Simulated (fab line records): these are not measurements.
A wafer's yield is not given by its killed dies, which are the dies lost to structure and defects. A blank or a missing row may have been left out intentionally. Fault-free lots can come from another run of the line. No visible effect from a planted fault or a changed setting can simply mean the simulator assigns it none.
The tool behind it: which one? -- flow nand-harc -- Sampling: 13 lots, 39 wafers, 6 of 1159 route steps

WHAT THE GAUGES READ, wafer by wafer
NHARC_A_ZERO_WELL_INSPECT_17. Usual: 11 for raw-defect-count, sd 5.6.
lot,measured,on,raw-defect-count,flag
L756,day 6 09:45,defect-inspect-02,5 6 5,
L758,day 7 08:35,defect-inspect-01,16 11 14,
L759,day 7 08:47,defect-inspect-01,18 16 5,
L761,day 7 23:22,defect-inspect-02,9 7 7,
L760,day 8 00:07,defect-inspect-01,15 20 10,
L763,day 8 13:43,defect-inspect-01,9 19 22,
L764,day 8 14:50,defect-inspect-02,6 6 8,
L766,day 8 21:48,defect-inspect-01,9 6 10,
L769,day 10 00:25,defect-inspect-02,10 9 6,
L768,day 10 00:57,defect-inspect-01,5 12 11,
L772,day 10 23:00,defect-inspect-02,1 14 11,
L774,day 11 00:40,defect-inspect-01,17 9 7,
L777,day 11 19:49,defect-inspect-02,1 10 10,

NHARC_A_ONON_D1_THK_MEAS_30: measures by ellipsometry. Usual: 1002 nm for thk-nm, sd 10.
lot,measured,on,thk-nm (nm),flag
L756,day 7 20:25,film-metro-01,994 996 998,
L758,day 8 19:26,film-metro-01,983 981 983,
L759,day 8 19:27,film-metro-02,984 986 984,
L761,day 9 10:56,film-metro-02,1007 1008 1008,
L760,day 9 10:52,film-metro-01,1007 1007 1007,
L763,day 10 00:52,film-metro-02,998 998 995,
L764,day 10 00:51,film-metro-01,995 995 996,
L766,day 10 08:37,film-metro-02,1017 1016 1015,
L769,day 11 10:08,film-metro-02,1003 1003 1003,
L768,day 11 10:21,film-metro-01,1005 1005 1004,
L772,day 12 06:23,film-metro-02,1545 1002 1002,OFF
L774,day 12 15:21,film-metro-02,1547 1002 1003,OFF
L777,day 13 04:23,film-metro-02,998 998 997,

NHARC_END_SORT_01. Usual: killed-at-array 29, standard deviation 13; killed-at-other 0.7, standard deviation 1; killed-at-periphery 3.2, standard deviation 2.3; killed-dies 33, standard deviation 13; killed-open 3.3, standard deviation 1.7; killed-short 2.0, standard deviation 1.5.
lot,measured,on,killed-at-array,killed-at-other,killed-at-periphery,killed-dies,killed-open,killed-short,flag
L772,day 23 20:14,prober-01,675 26 25,2 3 3,0 4 5,677 33 33,2 3 6,0 1 2,OFF
L774,day 24 02:37,prober-02,672 39 41,0 0 0,5 3 1,677 42 42,1 7 2,3 1 3,OFF

WHICH TOOL RAN EACH LOT (tool, then ch and the chambers of the sampled wafers, then the start)
lot,NHARC_A_ZERO_WELL_ETCH_19,NHARC_A_ONON_D1_DEP_28,NHARC_A_CHANNEL_HOLE_D1_DEP_01
L756,"rie-diel-03 ch 1,3, day 6 08:32","pecvd-onon-04 ch 0, day 7 19:55","pecvd-02 ch 0,2, day 8 02:22"
L758,"rie-diel-03 ch 0,2,3, day 7 07:23","pecvd-onon-01 ch 0, day 8 19:01","pecvd-04 ch 0,1, day 8 22:40"
L759,"rie-diel-03 ch 0,1,2, day 7 07:33","pecvd-onon-03 ch 0, day 8 18:55","pecvd-01 ch 0,2, day 8 22:47"
L761,"rie-diel-12 ch 0,1,2, day 7 22:10","pecvd-onon-03 ch 0, day 9 10:23","pecvd-02 ch 0,2, day 9 13:40"
L760,"rie-diel-03 ch 1,2, day 7 22:53","pecvd-onon-04 ch 0, day 9 10:31","pecvd-02 ch 0,1,2, day 9 13:33"
L763,"rie-diel-03 ch 1,2, day 8 12:24","pecvd-onon-04 ch 0, day 10 00:22","pecvd-02 ch 0,2, day 10 05:49"
L764,"rie-diel-02 ch 0,1,2, day 8 13:37","pecvd-onon-01 ch 0, day 10 00:21","pecvd-04 ch 1,2, day 10 04:37"
L766,"rie-diel-12 ch 0,1,3, day 8 20:34","pecvd-onon-04 ch 0, day 10 08:08","pecvd-02 ch 0,1, day 10 12:17"
L769,"rie-diel-02 ch 0,1,2, day 9 23:09","pecvd-onon-03 ch 0, day 11 09:38","pecvd-04 ch 0,1, day 11 13:46"
L768,"rie-diel-12 ch 0,1,3, day 9 23:43","pecvd-onon-01 ch 0, day 11 09:54","pecvd-01 ch 0,1,2, day 11 14:13"
L772,"rie-diel-03 ch 0,2, day 10 21:47","pecvd-onon-01 ch 0, day 12 05:52","pecvd-04 ch 0,1, day 12 10:02"
L774,"rie-diel-12 ch 1,2,3, day 10 23:26","pecvd-onon-01 ch 0, day 12 14:51","pecvd-02 ch 0,1, day 12 18:08"
L777,"rie-diel-03 ch 1,2,3, day 11 18:33","pecvd-onon-04 ch 0, day 13 03:59","pecvd-02 ch 0,1,2, day 13 08:11"
- NHARC_A_ZERO_WELL_ETCH_19: etches the open film in N2/H2, target depth 80 nm, overetch 24 nm, time 87.88 s.
- NHARC_A_ONON_D1_DEP_28: target thk 1000 nm.
- NHARC_A_CHANNEL_HOLE_D1_DEP_01: deposits SiON, target thk 140 nm.

WHAT THE TOOLS THEMSELVES READ (means of the sampled wafers that have a number; where no wafer has one, the mark that the record gives instead)
NHARC_A_ZERO_WELL_ETCH_19. Usual: drypump-motor-current-A 5.6 A, standard deviation 0.5; oes-product-au 1.001 a.u., standard deviation 0.011; rf-vpp-V 431 V, standard deviation 3; showerhead-plenum-p-Torr 2.05 Torr, standard deviation 0.11; throttle-valve-pct 14.172 %, standard deviation 0.0096.
lot,tool,drypump-motor-current-A (A),oes-product-au (a.u.),rf-vpp-V (V),showerhead-plenum-p-Torr (Torr),throttle-valve-pct (%),flag
L756,rie-diel-03,5.4,1.008,427,1.96,14.174,
L758,rie-diel-03,5.9,1.002,431,2.07,14.175,
L759,rie-diel-03,5.6,0.991,431,2.04,14.186,
L761,rie-diel-12,5.4,0.983,433,2.13,14.167,
L760,rie-diel-03,5.6,0.997,430,2.02,14.170,
L763,rie-diel-03,5.2,1.002,429,1.95,14.173,
L764,rie-diel-02,5.5,1.008,430,2.01,14.169,
L766,rie-diel-12,5.7,0.994,432,2.11,14.175,
L769,rie-diel-02,5.5,1.016,430,2.01,14.181,
L768,rie-diel-12,5.7,0.994,433,2.11,14.186,
L772,rie-diel-03,6.0,0.997,433,2.09,14.172,
L774,rie-diel-12,5.6,1.003,434,2.13,14.166,
L777,rie-diel-03,5.4,1.004,430,1.99,14.173,

NHARC_A_CHANNEL_HOLE_D1_DEP_01. Usual: 725 W for heater-power-w, sd 92.
lot,tool,heater-power-w (W),flag
L756,pecvd-02,690,
L758,pecvd-04,884,
L759,pecvd-01,645,
L761,pecvd-02,679,
L760,pecvd-02,717,
L763,pecvd-02,695,
L764,pecvd-04,795,
L766,pecvd-02,643,
L769,pecvd-04,801,
L768,pecvd-01,717,
L772,pecvd-04,802,
L774,pecvd-02,697,
L777,pecvd-02,730,

THE ANSWER, worked out from the rows above alone
Rule: take the mean of a lot's wafers that have a number; if it is more than 3 standard deviations from the usual mean, the lot is off. Also off: a lot with no number at a reading for which 4 or more lots have one. Where the step has rows for the other lots, those lots are counted as sound. After the gauges, taken in route order, come the tools' own readings; for these a lot's mean is taken, as printed above. At the first step where some lot is off, the reading lying furthest off is the one used; lots without a number count as furthest.
Off, at NHARC_A_ONON_D1_THK_MEAS_30 on thk-nm: L772, L774.
A tool fits if, at a process step before that reading, it ran every lot that is off, and no sound lot after the first of them. The gauges at NHARC_A_ONON_D1_THK_MEAS_30 aren't tried: what is off there is off at NHARC_END_SORT_01 too, on other tools, and a gauge's error can't cause that. One fits: NHARC_A_ONON_D1_DEP_28 on pecvd-onon-01. Its last sound lot is L768 (day 11 09:54), its first lot that is off L772 (day 12 05:52): a fault that began between those two fits.

WHAT THE SIMULATOR HAD PUT IN
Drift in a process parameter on pecvd-onon-01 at NHARC_A_ONON_D1_DEP_28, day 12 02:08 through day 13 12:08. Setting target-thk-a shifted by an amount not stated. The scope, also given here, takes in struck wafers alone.
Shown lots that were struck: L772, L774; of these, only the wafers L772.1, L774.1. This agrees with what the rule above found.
